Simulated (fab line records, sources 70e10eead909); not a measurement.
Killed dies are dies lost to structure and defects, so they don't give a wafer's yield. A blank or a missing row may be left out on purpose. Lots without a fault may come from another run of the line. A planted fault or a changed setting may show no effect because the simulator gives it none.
fab line records | flow nand_harc
record lots=6 wafers=18 last_day=24
route steps=1159 shown A_CONTACT@847 END@1159
lots that met no fault: from a run of the same line without faults
start_h: hours from the record's first day to the start of the lot's first wafer shown | wait_h: hours since the lot's step before | " the same as in the row above | L1.1+2: a row that stands for several wafers | - no value, or no start given | * or withheld: withheld | < > ~ a bound
route shown NAME@n: a module of which the file shows steps, and the number in the route of the first | usual: mean/standard deviation of fault-free wafers | same: alike in all rows | chamber/n: place in a boat | sites: the reading at each site | _std_site: their standard deviation | _edge_site: outer sites' mean less inner sites' | radius_mm: how far each site lies from the wafer's centre | mask NAME#n: copy n | behind: the tool/chamber that last shaped the wafer | hold: why the lot was held/for how many hours/how that ended | device: the transistor (n, p or np) that didn't switch | end of line: the same wafers' tests at the end of the route | a step without rows: its recipe alone | killed: dies lost to structure and defects at the first sort, not the wafer's yield | map: a wafer's dies, x killed, . not, _ none there
set.NAME: the setting as run; set.NAME@STEP: as run at that earlier step | model.NAME: the simulator's own value behind a step, which no gauge read
lots at some steps of the route; a table a step, a row a wafer
services: from which hour (start_h, from the record's first day; less than 0 if before it) a tool's chamber was out of use, for how many hours, and why
## steps
# step NHARC_A_CONTACT_COAT_35
# recipe temp_c=225 time_s=65
# step NHARC_A_CONTACT_COAT_36
# recipe spin_rpm=1500 resist_thk_nm=90
# step NHARC_A_CONTACT_SOFTBAKE_37
# recipe temp_c=105 time_s=55
# step NHARC_A_CONTACT_EBR_38
# step NHARC_A_CONTACT_EXPOSE_39
# recipe na=1.35 sigma_outer=0.8 dose_mj=58.79 mask_id=A_CC_3
# step NHARC_A_CONTACT_PEB_40
# recipe peb_temp_c=100 peb_time_s=65
# step NHARC_A_CONTACT_DEVELOP_41
# recipe develop_time_s=35 dev_temp_c=23
# step NHARC_A_CONTACT_CD_MEAS_42
# recipe target_cd_nm=200 landing_energy_ev=500
# usual cd_nm=199.8/0.7
# columns lot.wafer tool chamber start_h wait_h cd_nm
L363.1 cd_sem-02 0 369.96 - 199.3
L363.2 " 0 " " 199.4
L363.6 " 0 " " 199.3
L369.1 cd_sem-03 0 405.72 - 200.1
L369.5 " 0 " " 200.8
L369.6 " 0 " " 201.3
L371.3 cd_sem-01 0 416.76 - 200.0
L371.4 " 0 " " 199.5
L371.6 " 0 " " 198.9
L379.3 cd_sem-01 0 466.78 - 199.3
L379.4 " 0 " " 199.0
L379.5 " 0 " " 199.0
L378.1 cd_sem-03 0 466.93 - 200.7
L378.3 " 0 " " 200.6
L378.5 " 0 " " 200.3
L385.3 cd_sem-03 0 500.95 - 201.1
L385.4 " 0 " " 200.5
L385.6 " 0 " " 200.6
# step NHARC_A_CONTACT_OVL_MEAS_43
# usual overlay_x_nm=0.0/0.66 overlay_y_nm=0.1/0.9
# columns lot.wafer tool chamber start_h wait_h overlay_x_nm overlay_y_nm
L363.1 overlay-01 - 370.04 - 0.2 0.4
L363.2 " - " " -0.3 -0.6
L363.6 " - " " 0.3 -0.6
L369.1 overlay-01 - 405.81 - 0.0 1.8
L369.5 " - " " 0.0 1.0
L369.6 " - " " 0.0 1.3
L371.3 overlay-02 - 416.85 - -0.6 0.7
L371.4 " - " " -0.4 0.9
L371.6 " - " " -0.5 1.3
L379.3 overlay-01 - 466.87 - 0.7 1.9
L379.4 " - " " 0.8 2.0
L379.5 " - " " 1.2 1.4
L378.1 overlay-01 - 467.02 - -0.9 0.2
L378.3 " - " " -0.9 0.3
L378.5 " - " " -0.9 -0.5
L385.3 overlay-02 - 501.03 - 0.4 -0.1
L385.4 " - " " 0.4 -1.3
L385.6 " - " " 0.4 -0.1
# step NHARC_A_CONTACT_INSPECT_44
# usual raw_defect_count=29/15
# columns lot.wafer tool chamber start_h wait_h raw_defect_count
L363.1 defect_inspect-01 - 370.08 0.0 21
L363.2 " - " " 30
L363.6 " - " " 26
L369.1 defect_inspect-01 - 405.85 0.0 45
L369.5 " - " " 50
L369.6 " - " " 40
L371.3 defect_inspect-02 - 416.88 0.0 41
L371.4 " - " " 35
L371.6 " - " " 40
L379.3 defect_inspect-01 - 466.90 0.0 11
L379.4 " - " " 13
L379.5 " - " " 20
L378.1 defect_inspect-02 - 467.06 0.0 62
L378.3 " - " " 54
L378.5 " - " " 64
L385.3 defect_inspect-02 - 501.07 0.0 37
L385.4 " - " " 31
L385.6 " - " " 37
# step NHARC_A_CONTACT_DESCUM_47
# recipe time_s=3 o2_flow_sccm=200 ar_flow_sccm=0 bias_power_w=0 chemistry=O2
# usual drypump_motor_current_A=5.8/0.48 oes_product_au=0.999/0.01 rf_vpp_V=57.6/0.96 showerhead_plenum_p_Torr=1.85/0.077 throttle_valve_pct=11.312/0.0091
# same bias_power_w=0
# columns lot.wafer tool chamber start_h wait_h drypump_motor_current_A oes_product_au rf_hours_counter_h rf_vpp_V showerhead_plenum_p_Torr throttle_valve_pct
L363.2 rie_diel-05 3 370.18 0.1 5.7 0.985 3 59.0 1.99 11.289
L363.1 " 0 " " 5.8 0.991 3 58.0 1.79 11.325
L363.6 " 1 " " 5.2 0.990 - 58.1 1.80 11.334
L369.1 rie_diel-05 3 405.91 0.1 5.7 0.995 13 58.6 1.99 11.313
L369.5 " 3 " " 5.7 0.974 - 58.8 1.99 11.292
L369.6 " 0 " " 5.9 1.002 - 58.6 1.79 11.308
L371.4 rie_diel-13 0 416.94 0.1 5.1 1.004 48 56.6 1.81 11.318
L371.3 " 3 " " 5.8 0.999 49 56.1 1.93 11.301
L371.6 " 1 " " 5.6 1.002 - 58.6 1.91 11.309
L379.3 rie_diel-13 1 466.98 0.1 5.6 1.014 2 57.8 1.90 11.324
L379.4 " 2 " " 5.7 0.996 2 58.4 1.82 11.314
L379.5 " 0 " " 5.1 1.017 - 56.9 1.80 11.313
L378.3 rie_diel-13 3 467.13 0.1 5.7 0.993 2 59.3 1.92 11.301
L378.1 " 1 " " 5.6 1.013 2 57.7 1.90 11.301
L378.5 " 2 " " 5.7 0.993 - 56.9 1.82 11.316
L385.3 rie_diel-05 3 501.13 0.1 5.7 0.987 32 58.4 1.98 11.323
L385.4 " 1 " " 5.2 0.985 29 58.5 1.79 11.317
L385.6 " 3 " " 5.6 0.974 - 55.5 1.98 11.311
# step NHARC_A_CONTACT_ETCH_48
# recipe target_depth_a=390 over_etch_frac=0.3 time_s=65 ion_energy_ev=80 cf4_flow_sccm=150 ar_flow_sccm=0 rf_w=300 bias_w=100 chemistry=CF4
# usual drypump_motor_current_A=5.7/0.49 oes_product_au=0.997/0.01 rf_vpp_V=150.7/1.2 showerhead_plenum_p_Torr=1.72/0.066 throttle_valve_pct=13.285/0.0093
# columns lot.wafer tool chamber start_h wait_h drypump_motor_current_A oes_product_au rf_hours_counter_h rf_vpp_V showerhead_plenum_p_Torr throttle_valve_pct
L363.2 rie_diel-05 1 370.25 0.1 5.2 0.982 3 149.0 1.67 13.288
L363.1 " 2 " " 6.7 0.997 3 150.2 1.69 13.277
L363.6 " 2 " " 6.7 0.997 - 149.8 1.69 13.290
L369.1 rie_diel-05 2 406.01 0.1 6.7 1.004 12 149.2 1.68 13.285
L369.6 " 1 " " 5.2 1.001 - 149.8 1.67 13.288
L369.5 " 2 " " 6.6 1.004 - 148.9 1.68 13.293
L371.3 rie_diel-13 0 417.03 0.1 5.1 1.000 48 150.1 1.68 13.291
L371.4 " 2 " " 5.6 1.000 50 150.5 1.69 13.271
L371.6 " 1 " " 5.6 1.007 - 150.4 1.76 13.296
L379.4 rie_diel-13 2 467.07 0.1 5.7 0.977 2 150.2 1.69 13.262
L379.3 " 3 " " 5.7 0.993 2 153.1 1.78 13.287
L379.5 " 0 " " 5.1 1.007 - 149.5 1.67 13.283
L378.1 rie_diel-13 3 467.39 0.2 5.7 0.996 2 150.8 1.78 13.249
L378.3 " 0 " " 5.1 1.009 2 150.7 1.67 13.295
L378.5 " 2 " " 5.7 0.984 - 149.5 1.69 13.294
L385.4 rie_diel-05 3 501.28 0.1 5.6 0.985 32 153.6 1.83 13.282
L385.3 " 1 " " 5.2 0.990 29 150.0 1.66 13.270
L385.6 " 0 " " 5.8 1.027 - 150.1 1.65 13.280
# step NHARC_A_CONTACT_ETCH_49
# recipe target_depth_a=2600 over_etch_frac=0.3 time_s=475.3 ion_energy_ev=200 n2_flow_sccm=150 h2_flow_sccm=150 ar_flow_sccm=0 rf_w=400 bias_w=150 chemistry=N2/H2
# usual drypump_motor_current_A=5.8/0.44 h2_flow_sccm=150.0/0.41 oes_product_au=0.997/0.01 rf_vpp_V=428.7/2.7 showerhead_plenum_p_Torr=1.98/0.087 throttle_valve_pct=14.171/0.0087
# columns lot.wafer tool chamber start_h wait_h drypump_motor_current_A h2_flow_sccm oes_product_au rf_hours_counter_h rf_vpp_V showerhead_plenum_p_Torr throttle_valve_pct
L363.1 rie_diel-05 3 370.51 - 5.7 150.4 0.987 3 433.7 2.13 14.184
L363.2 " 1 " " 5.2 150.5 0.989 4 425.6 1.91 14.164
L363.6 " 0 " " 5.9 150.7 0.996 - 426.9 1.90 14.170
L369.1 rie_diel-05 3 406.09 - 5.7 149.9 0.988 13 432.2 2.12 14.161
L369.5 " 3 " " 5.7 150.5 0.991 - 432.3 2.12 14.171
L369.6 " 0 " " 5.9 149.8 0.990 - 427.2 1.90 14.164
L371.3 rie_diel-13 3 417.15 - 5.7 150.1 0.996 49 431.3 2.06 14.163
L371.4 " 0 " " 5.1 150.3 0.987 48 426.8 1.93 14.191
L371.6 " 2 " " 5.7 149.4 0.995 - 427.2 1.94 14.179
L379.3 rie_diel-13 0 467.24 - 5.1 74.8 1.020 2 426.8 1.66 13.091
L379.4 " 1 " " 5.6 75.5 1.021 2 432.0 1.76 13.085
L379.5 " 3 " " 5.7 74.9 1.001 - 431.7 1.78 13.094
L378.3 rie_diel-13 1 467.47 - 5.6 74.9 0.998 2 430.1 1.76 13.084
L378.1 " 3 " " 5.7 75.5 0.996 2 430.8 1.78 13.081
L378.5 " 2 " " 5.7 75.0 0.983 - 427.4 1.68 13.099
L385.3 rie_diel-05 2 501.44 - 6.6 149.9 1.006 29 427.5 1.93 14.158
L385.4 " 3 " " 5.7 149.9 0.992 32 430.9 2.12 14.179
L385.6 " 1 " " 5.2 150.2 0.995 - 426.6 1.90 14.167
# step NHARC_A_CONTACT_ETCH_50
# recipe target_depth_a=847 time_s=42.4 cf4_flow_sccm=100 chf3_flow_sccm=30 ar_flow_sccm=0 rf_w=500 bias_w=200 chemistry=CF4/CHF3
# usual drypump_motor_current_A=5.8/0.49 oes_product_au=0.950/0.019 rf_vpp_V=369.1/2.2 showerhead_plenum_p_Torr=1.53/0.061 throttle_valve_pct=16.803/0.0096
# columns lot.wafer tool chamber start_h wait_h drypump_motor_current_A oes_product_au rf_hours_counter_h rf_vpp_V showerhead_plenum_p_Torr throttle_valve_pct
L363.1 rie_diel-05 2 - - 6.7 0.953 4 367.7 1.50 16.811
L363.2 " 3 " " 5.7 0.925 4 373.0 1.63 16.787
L363.6 " 1 " " 5.2 0.945 - 367.0 1.48 16.813
L369.1 rie_diel-05 0 - - 5.8 0.955 13 366.7 1.47 16.819
L369.5 " 3 " " 5.7 0.949 - 372.8 1.63 16.795
L369.6 " 0 " " 5.9 0.958 - 367.6 1.47 16.803
L371.4 rie_diel-13 1 - - 5.6 0.929 48 370.5 1.57 16.797
L371.3 " 2 " " 5.6 0.900 50 368.5 1.50 16.807
L371.6 " 0 " " 5.1 0.912 - 367.3 1.49 16.808
L379.4 rie_diel-13 3 - - 5.7 0.934 2 371.7 1.58 16.792
L379.3 " 1 " " 5.6 0.973 2 369.4 1.57 16.805
L379.5 " 3 " " 5.7 0.946 - 371.0 1.58 16.806
L378.1 rie_diel-13 2 - - 5.7 0.927 3 367.6 1.50 16.781
L378.3 " 3 " " 5.7 0.939 3 371.4 1.58 16.806
L378.5 " 2 " " 5.7 0.937 - 366.8 1.50 16.804
L385.3 rie_diel-05 0 - - 5.8 0.951 32 366.9 1.47 16.796
L385.4 " 2 " " 6.6 0.969 29 367.6 1.49 16.799
L385.6 " 3 " " 5.7 0.932 - 373.0 1.63 16.785
# step NHARC_END_SORT_01
# recipe temp_c=25
# usual killed_at_array=27/11 killed_at_other=0.6/0.89 killed_at_periphery=3.0/2.4 killed_dies=31/12 killed_open=3.2/1.6 killed_short=2.0/1.5
# same gross_dies=677
# columns lot.wafer tool chamber start_h wait_h killed_at_array killed_at_other killed_at_periphery killed_dies killed_open killed_short
L363.1 prober-01 0 456.76 2.5 22 1 4 27 0 6
L363.2 prober-01 0 457.55 2.8 25 0 1 26 3 0
L363.6 prober-01 0 460.72 4.0 23 1 2 26 2 1
# killed by level:class
L363.1 A_CHANNEL_HOLE_D1:chamber_film_flake=9 A_SLIT:chamber_film_flake=5 A_CONTACT:geometric_particle:short=3 A_WL_FILL:chamber_film_flake=2 P_CONTACT:geometric_particle:short=1 P_M0:geometric_particle:short=1 A_SGD_CUT:geometric_particle:short=1 P_STI:chamber_film_flake=1
L363.2 A_CHANNEL_HOLE_D1:chamber_film_flake=12 A_SLIT:chamber_film_flake=6 A_STAIRCASE:chamber_film_flake=3 P_M0:geometric_particle:open=1 A_CONTACT:geometric_particle:open=1 A_M1:geometric_particle:open=1 A_WL_FILL:chamber_film_flake=1 A_CONTACT:chamber_film_flake=1
L363.6 A_CHANNEL_HOLE_D1:chamber_film_flake=11 A_SLIT:chamber_film_flake=7 A_STAIRCASE:chamber_film_flake=2 A_ONON_D1:geometric_particle:open=1 A_ONON_D1:geometric_particle:short=1 STARTING-WAFER:geometric_particle:open=1 P_STI:chamber_film_flake=1 P_GATE:chamber_film_flake=1
## services
# columns tool chamber start_h hours kind
rie_diel-05 0 346.83 4.4 repair
rie_diel-05 1 349.60 - clean
rie_diel-05 2 349.60 - clean
rie_diel-05 3 349.60 - clean
rie_diel-13 0 358.52 - clean
rie_diel-13 1 358.52 - clean
rie_diel-13 2 358.52 - clean
rie_diel-13 3 358.52 - clean
rie_diel-05 2 358.94 1.9 repair
rie_diel-05 0 374.22 - clean
rie_diel-05 1 374.22 - clean
rie_diel-05 2 374.22 - clean
rie_diel-05 3 374.22 - clean
rie_diel-13 0 383.43 - clean
rie_diel-13 1 383.43 - clean
rie_diel-13 2 383.43 - clean
rie_diel-13 3 383.43 - clean
rie_diel-05 0 398.72 - clean
rie_diel-05 1 398.72 - clean
rie_diel-05 2 398.72 - clean
rie_diel-05 3 398.72 - clean
rie_diel-13 1 404.80 1.4 repair
rie_diel-13 0 408.13 - clean
rie_diel-13 - 453.05 9.0 pm
## key
first_sign step=NHARC_A_CONTACT_ETCH_49 reading=h2_flow_sccm direction=down sigmas=99+ usual=150.0 struck=75.1
effect step=NHARC_A_CONTACT_ETCH_49 reading=throttle_valve_pct direction=down sigmas=99+ usual=14.171 struck=13.089
met_at NHARC_A_CONTACT_ETCH_49
struck_wafers L378.1,L378.3,L378.5,L379.3,L379.4,L379.5
tester_left_out L378,L379
onset_between 417.15 467.24
fault kind=process_parameter_drift tool=rie_diel-13 chamber=- onset_h=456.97 steps=NHARC_A_CONTACT_ETCH_49 channel=h2_flow_sccm offset=-75 shape=step end_h=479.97 acts_in=these_recipes_only stated=150
# tester_left_out: of these lots the tester's yield and bins aren't shown, on N5 and GAA mostly nor the transistor test; their killed dies are dies lost to structure and defects alone, not to doping, threshold or leakage, so they don't give the yield
